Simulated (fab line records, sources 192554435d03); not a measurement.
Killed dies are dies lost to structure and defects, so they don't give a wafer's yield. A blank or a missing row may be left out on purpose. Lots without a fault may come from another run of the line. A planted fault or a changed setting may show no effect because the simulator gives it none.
fab line records | flow n5_finfet | part 2 of 2: steps 22 to 30 of 30
record lots=5 wafers=15 last_day=18
route steps=1938 shown BEOL_M12@1628
lots that met no fault: from a run of the same line without faults
start_h: hours from the record's first day to the start of the lot's first wafer shown | wait_h: hours since the lot's step before | " the same as in the row above | L1.1+2: a row that stands for several wafers | - no value, or no start given | * or withheld: withheld | < > ~ a bound
route shown NAME@n: a module of which the file shows steps, and the number in the route of the first | usual: mean/standard deviation of fault-free wafers | same: alike in all rows | chamber/n: place in a boat | sites: the reading at each site | _std_site: their standard deviation | _edge_site: outer sites' mean less inner sites' | radius_mm: how far each site lies from the wafer's centre | mask NAME#n: copy n | behind: the tool/chamber that last shaped the wafer | hold: why the lot was held/for how many hours/how that ended | device: the transistor (n, p or np) that didn't switch | end of line: the same wafers' tests at the end of the route | a step without rows: its recipe alone | killed: dies lost to structure and defects at the first sort, not the wafer's yield | map: a wafer's dies, x killed, . not, _ none there
set.NAME: the setting as run; set.NAME@STEP: as run at that earlier step | model.NAME: the simulator's own value behind a step, which no gauge read
lots at some steps of the route; a table a step, a row a wafer
services: from which hour (start_h, from the record's first day; less than 0 if before it) a tool's chamber was out of use, for how many hours, and why
## steps
# step N5_BEOL_M12_SPUTTER_44
# recipe material=Ta target_thk_a=100 temp_c=50 bias_v=80 power_w=15000 chamber_pressure_pa=0.07 time_s=16.13
# usual substrate_temp_c=49.99/0.12 throttle_valve_pct=30.0/1
# columns lot.wafer tool chamber start_h wait_h substrate_temp_c throttle_valve_pct
L080.1 pvd_sputter-01 - 245.33 0.0 50.05 30.4
L080.5 " - " " 50.14 31.5
L080.6 " - " " 50.24 30.0
L090.2 pvd_sputter-01 - 361.09 0.0 49.88 31.2
L090.4 " - " " 49.83 30.2
L090.5 " - " " 49.88 31.3
L092.1 pvd_sputter-03 - 380.13 0.0 50.00 28.8
L092.3 " - " " 49.82 30.9
L092.5 " - " " 49.78 28.9
L087.4 pvd_sputter-01 - 396.40 0.0 49.98 30.4
L087.5 " - " " 50.13 30.4
L087.6 " - " " 49.80 31.1
L096.2 pvd_sputter-01 - 396.88 0.0 50.09 30.3
L096.3 " - " " 50.11 30.3
L096.6 " - " " 50.11 31.1
# step N5_BEOL_M12_SPUTTER_45
# recipe material=Cu target_thk_a=800 temp_c=-20 bias_v=60 power_w=26000 chamber_pressure_pa=0.13 time_s=13.33
# usual chuck_gas_flow_sccm=1.27/0.05 substrate_temp_c=-19.99/0.1 throttle_valve_pct=30.0/0.99
# columns lot.wafer tool chamber start_h wait_h chuck_gas_flow_sccm substrate_temp_c throttle_valve_pct
L080.1 pvd_sputter-01 - 245.41 0.0 1.26 -20.10 30.2
L080.5 " - " " 1.15 -19.87 31.6
L080.6 " - " " 1.33 -20.02 30.2
L090.2 pvd_sputter-01 - 361.17 0.0 1.28 -20.03 31.5
L090.4 " - " " 1.31 -20.06 30.3
L090.5 " - " " 1.28 -20.05 31.6
L092.1 pvd_sputter-03 - 380.21 0.0 1.27 -19.80 28.8
L092.3 " - " " 1.29 -19.95 30.7
L092.5 " - " " 1.21 -19.87 29.1
L087.4 pvd_sputter-01 - 396.48 0.0 1.30 -19.98 30.2
L087.5 " - " " 1.28 -19.95 30.0
L087.6 " - " " 1.28 -19.77 31.3
L096.2 pvd_sputter-01 - 396.96 0.0 1.24 -20.00 30.3
L096.3 " - " " 1.28 -19.95 29.9
L096.6 " - " " 1.24 -19.81 31.6
# step N5_BEOL_M12_ECD_47
# recipe material=Cu target_thk_a=7200
# columns lot.wafer tool chamber start_h wait_h
L080.1+5+6 ecd_cu-02 0,1,0 245.52 0.1
L090.2+4+5 ecd_cu-02 1,0,0 361.29 0.1
L092.1+3+5 ecd_cu-01 1 380.33 0.1
L087.4+5+6 ecd_cu-02 0,0,1 396.63 0.1
L096.2+3+6 ecd_cu-02 1,1,0 397.07 0.1
# step N5_BEOL_M12_ANNEAL_48
# recipe temp_c=225 time_s=90 ambient=N2
# usual wafer_temp_C_max=226.04/0.25
# columns lot.wafer tool chamber start_h wait_h wafer_temp_C_max
L080.1 rtp_anneal-01 0 245.67 0.1 226.36
L080.5 " 0 " " 226.10
L080.6 " 0 " " 225.92
L090.2 rtp_anneal-02 0 361.48 0.1 226.18
L090.4 " 0 " " 225.57
L090.5 " 0 " " 225.98
L092.1 rtp_anneal-01 0 380.48 0.1 225.87
L092.3 " 0 " " 225.43
L092.5 " 0 " " 225.76
L087.4 rtp_anneal-02 0 396.87 0.2 226.16
L087.5 " 0 " " 225.97
L087.6 " 0 " " 226.39
L096.2 rtp_anneal-02 0 397.59 0.5 226.09
L096.3 " 0 " " 226.23
L096.6 " 0 " " 226.22
# step N5_BEOL_M12_CMP_49
# recipe stop_on=SiOC t_overpolish_s=20.6 down_force_psi=1 platen_rpm=50 clearing_platen_down_force_psi=1.5 clearing_platen_rpm=50 post_cmp_clean=cu_alkaline target_thk_nm=320 clearing_platen_pad_velocity_m_s=0.99484 pad_velocity_m_s=0.99484
# usual barrier_field_endpoint_s=30.5/0.83 clearing_platen_down_force_psi=1.5001/0.0029 motor_current_A=5.9/0.72 overpolish_run_s=20.600/0.0096
# columns lot.wafer tool chamber start_h wait_h barrier_field_endpoint_s clearing_platen_down_force_psi motor_current_A overpolish_run_s
L080.1 cmp-02 2 246.04 0.3 30.8 1.4987 6.1 20.605
L080.5 " 0 " " 30.1 1.4976 4.9 20.587
L080.6 " 1 " " 31.1 1.5011 4.9 20.599
L090.2 cmp-04 1 361.73 0.2 30.9 1.4983 5.9 20.584
L090.4 " 2 " " 30.2 1.5024 7.0 20.604
L090.5 " 1 " " 31.1 1.4962 6.0 20.605
L092.3 cmp-03 3 380.77 0.2 29.8 1.4981 6.7 20.603
L092.1 " 1 " " 29.5 1.5004 6.8 20.605
L092.5 " 3 " " 30.9 1.4963 7.2 20.605
L087.4 cmp-04 0 397.07 0.2 30.1 1.4968 5.6 20.597
L087.6 " 3 " " 29.9 1.4976 5.3 20.602
L087.5 " 0 " " 30.8 1.5024 5.3 20.583
L096.3 cmp-02 1 397.92 0.2 30.7 1.5019 5.1 20.607
L096.2 " 2 " " 30.5 1.4966 6.1 20.579
L096.6 " 0 " " 29.5 1.5015 4.9 20.613
# step N5_BEOL_M12_THK_MEAS_50
# recipe thk_meas_gauge=xrf reads=Cu_of_BEOL_M12_ECD_47
# usual M12_THK=322/4.5
# columns lot.wafer tool chamber start_h wait_h M12_THK[nm]
L080.1 film_metro-02 - 246.26 - 321
L080.5 " - " " 322
L080.6 " - " " 326
L090.2 film_metro-02 - 362.03 - 324
L090.4 " - " " 330
L090.5 " - " " 323
L092.1 film_metro-02 - 381.07 - 325
L092.3 " - " " 323
L092.5 " - " " 332
L087.4 film_metro-01 - 397.33 - 317
L087.5 " - " " 325
L087.6 " - " " 320
L096.2 film_metro-02 - 398.14 - 316
L096.3 " - " " 325
L096.6 " - " " 319
# step N5_BEOL_M12_PRE_CLEAN_52
# recipe gas=NH3 time_s=15 temp_c=withheld rf_power_w=300
# columns lot.wafer tool chamber start_h wait_h
L080.1+5+6 pecvd-04 2,2,0 246.30 0.0
L090.2+4+5 pecvd-04 1,0,1 362.06 0.0
L092.1+3+5 pecvd-01 2 381.11 0.0
L087.4+5+6 pecvd-02 2,0,1 397.38 0.0
L096.2+3+6 pecvd-02 1,2,1 398.18 0.0
# step N5_BEOL_M12_DEP_53
# recipe material=SiCN target_thk_a=300 temp_c=withheld precursor=3MS/NH3 pressure_torr=3 rf_w=675 time_s=10.5
# usual chamber_pressure_Torr=3.001/0.0069 showerhead_plenum_p_Torr=4.154/0.029 showerhead_vpp_V=1580/86 throttle_valve_pct=18.5/1.1
# columns lot.wafer tool chamber start_h wait_h chamber_pressure_Torr showerhead_plenum_p_Torr showerhead_vpp_V throttle_valve_pct
L080.1 pecvd-04 2 246.32 0.0 3.003 4.130 1619 16.1
L080.5 " 2 " " 2.998 4.132 1634 15.9
L080.6 " 0 " " 2.991 4.178 1572 19.1
L090.2 pecvd-04 1 362.09 0.0 2.996 4.194 1511 17.9
L090.4 " 0 " " 2.994 4.172 1590 19.2
L090.5 " 1 " " 2.989 4.187 1509 17.9
L092.1 pecvd-01 2 381.15 0.0 3.011 4.111 1443 17.6
L092.3 " 2 " " 2.993 4.106 1431 17.4
L092.5 " 2 " " 2.993 4.105 1455 17.3
L087.4 pecvd-02 2 397.41 0.0 3.003 4.145 1586 17.7
L087.5 " 0 " " 3.003 4.149 1633 19.3
L087.6 " 1 " " 3.000 4.152 1625 18.3
L096.2 pecvd-02 1 398.20 0.0 3.011 4.144 1617 18.5
L096.3 " 2 " " 2.996 4.136 1560 18.0
L096.6 " 1 " " 2.995 4.155 1633 18.5
# step N5_BEOL_M12_RS_MEAS_54
# recipe thk_meas_gauge=four-point-probe reads=Cu_of_BEOL_M12_ECD_47+Ta_of_BEOL_M12_SPUTTER_44+TaN_of_BEOL_M12_SPUTTER_43
# usual M12_RS=0.0599/0.00087
# columns lot.wafer tool chamber start_h wait_h M12_RS[ohm/sq]
L080.1 film_metro-01 - 246.39 0.0 0.0605
L080.5 " - " " 0.0599
L080.6 " - " " 0.0591
L090.2 film_metro-01 - 362.15 0.0 0.0598
L090.4 " - " " 0.0584
L090.5 " - " " 0.0602
L092.1 film_metro-02 - 381.23 0.1 0.0599
L092.3 " - " " 0.0602
L092.5 " - " " 0.0582
L087.4 film_metro-01 - 397.46 0.0 0.0603
L087.5 " - " " 0.0588
L087.6 " - " " 0.0604
L096.2 film_metro-01 - 398.27 0.0 0.0614
L096.3 " - " " 0.0595
L096.6 " - " " 0.0607
## services
# columns tool chamber start_h hours kind
ecd_cu-02 - 229.66 4.0 pm
krf_scanner-02 - 230.43 4.0 pm
cmp-02 - 234.08 4.0 pm
wet_bench-06 - 236.80 1.9 pm
wet_bench-06 - 240.43 2.1 repair
krf_scanner-02 - 242.54 0.8 pm
rie_diel-03 - 246.82 1.1 repair
rie_diel-04 0 253.23 8.6 repair
cmp-04 - 259.59 4.0 pm
krf_scanner-02 - 269.81 1.3 pm
pvd_sputter-01 - 273.00 6.9 repair
rie_diel-04 - 273.54 1.3 repair
krf_scanner-02 - 293.96 1.0 pm
pecvd-04 2 301.30 3.7 repair
pvd_sputter-01 - 303.61 2.6 repair
krf_scanner-02 - 336.15 0.2 repair
pvd_sputter-01 - 340.71 0.5 repair
pvd_sputter-01 - 361.77 2.6 repair
pecvd-02 - 365.26 3.4 repair
krf_scanner-02 - 377.70 0.8 pm
rie_diel-03 3 380.63 2.6 repair
rie_diel-04 2 381.35 3.7 repair
pvd_sputter-03 - 381.99 4.0 repair
pvd_sputter-01 - 393.31 2.4 repair
